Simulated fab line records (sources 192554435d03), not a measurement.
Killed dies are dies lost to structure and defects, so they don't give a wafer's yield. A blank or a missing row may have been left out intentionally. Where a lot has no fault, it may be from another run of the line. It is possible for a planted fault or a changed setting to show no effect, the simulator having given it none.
Split-lot study + flow n5 finfet + route with 1938 steps; 7 lots, 21 wafers read

## SPLIT DETAILS
At N5_BEOL_M2_EXPOSE_08 (exposes mask M2), the setting dose mj was moved away from the recipe's 41.25 on 7 of the 21 wafers read, by -4.3% to +5.6%. For the rest of the wafers, this setting stayed at what the recipe calls for.

## FROM THE SPLIT TO THE READING: what the file shows between them, 4 steps
- N5_BEOL_M2_PEB_09: peb time 60 s
- N5_BEOL_M2_DEVELOP_10: develop time 30 s
- N5_BEOL_M2_DESCUM_16: chemistry O2, time 7 s
- N5_BEOL_M2_ETCH_74: etches underlayer in N2/H2, target depth 6.5 nm, time 5.2 s

## THE READING
BEOL_M2.cd offset nm (the simulator's own value, which no gauge read), in nm, at N5_BEOL_M2_ETCH_63 (etches SiARC in CF4, target depth 15.6 nm, time 26 s). No usual value for it is given in the file. Here, 14 wafers ran the recipe; their average is -0.0 nm with a standard deviation of 0.21 nm.

| wafer  | tool, chamber at the split | dose mj as run | against the recipe | BEOL_M2.cd offset nm, nm | against lot-mates on the recipe |
|--------|----------------------------|----------------|--------------------|--------------------------|---------------------------------|
| L076.3 | euv scanner-01, 0          | 41.25          | recipe             | -0.4                     | -                               |
| L076.4 | euv scanner-01, 0          | 39.81          | -3.5%              | -0.8                     | -0.6                            |
| L076.6 | euv scanner-01, 0          | 41.25          | recipe             | 0                        | -                               |
| L078.2 | euv scanner-01, 0          | 40.19          | -2.6%              | -0.4                     | -0.6                            |
| L078.3 | euv scanner-01, 0          | 40.19          | -2.6%              | -0.4                     | -0.6                            |
| L078.5 | euv scanner-01, 0          | 41.25          | recipe             | 0.2                      | -                               |
| L081.1 | euv scanner-01, 0          | 43.58          | +5.6%              | 1.4                      | +1.2                            |
| L081.5 | euv scanner-01, 0          | 41.25          | recipe             | 0.2                      | -                               |
| L081.6 | euv scanner-01, 0          | 43.58          | +5.6%              | 0.8                      | +0.6                            |
| L082.1 | euv scanner-02, 0          | 41.25          | recipe             | 0                        | -                               |
| L082.4 | euv scanner-02, 0          | 41.25          | recipe             | 0                        | -                               |
| L082.5 | euv scanner-02, 0          | 41.25          | recipe             | -0.2                     | -                               |
| L083.1 | euv scanner-01, 0          | 41.25          | recipe             | 0.2                      | -                               |
| L083.4 | euv scanner-01, 0          | 41.25          | recipe             | 0                        | -                               |
| L083.6 | euv scanner-01, 0          | 41.25          | recipe             | 0                        | -                               |
| L088.1 | euv scanner-02, 0          | 41.25          | recipe             | -0.2                     | -                               |
| L088.2 | euv scanner-02, 0          | 41.25          | recipe             | -0.2                     | -                               |
| L088.6 | euv scanner-02, 0          | 41.25          | recipe             | -0.2                     | -                               |
| L093.1 | euv scanner-02, 0          | 41.25          | recipe             | 0.4                      | -                               |
| L093.4 | euv scanner-02, 0          | 39.47          | -4.3%              | -0.8                     | -1.2                            |
| L093.5 | euv scanner-02, 0          | 39.47          | -4.3%              | -0.8                     | -1.2                            |

FIT RESULTS
A straight line over all 21 wafers: BEOL_M2.cd offset nm changes by +0.191 nm for each +1% of dose mj; r = +0.92; the points scatter about the line by 0.21 nm.
The same after taking each lot's own level away (the mean of its wafers on the recipe; 21 wafers): +0.201 nm for each +1%; r = +0.95; scatter 0.18 nm.
According to that fit, moving dose mj by its largest amount changes the reading by 1.1 nm.
The lots' own levels span -0.20 to 0.40 nm, that is 2.9 times the standard deviation above.
So the lot-to-lot level changes the slope little: the two slopes agree.
Check: with one of the wafers moved furthest among these (+5.6%) left out of the fit, the line predicts +1.01 nm for it against its lot-mates. It came out at +1.2 nm against them.

## THE WHOLE CHAIN: every reading that the file lists as answering this split, in the file's order
| step               | what it does                                                | reading                                                               | change (the file's fit)               | r (the file's) |
|--------------------|-------------------------------------------------------------|-----------------------------------------------------------------------|---------------------------------------|----------------|
| N5_BEOL_M2_ETCH_74 | etches underlayer in N2/H2, target depth 6.5 nm, time 5.2 s | BEOL_M2.cd offset nm (the simulator's own value, which no gauge read) | +0.192 nm for each +1% of the setting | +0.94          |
| N5_BEOL_M2_ETCH_63 | etches SiARC in CF4, target depth 15.6 nm, time 26 s        | BEOL_M2.cd offset nm (the simulator's own value, which no gauge read) | +0.201 nm for each +1% of the setting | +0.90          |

## THE FILE'S OWN FIT
BEOL_M2.cd offset nm changes by +0.201 nm for each +1% of dose mj, r = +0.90.
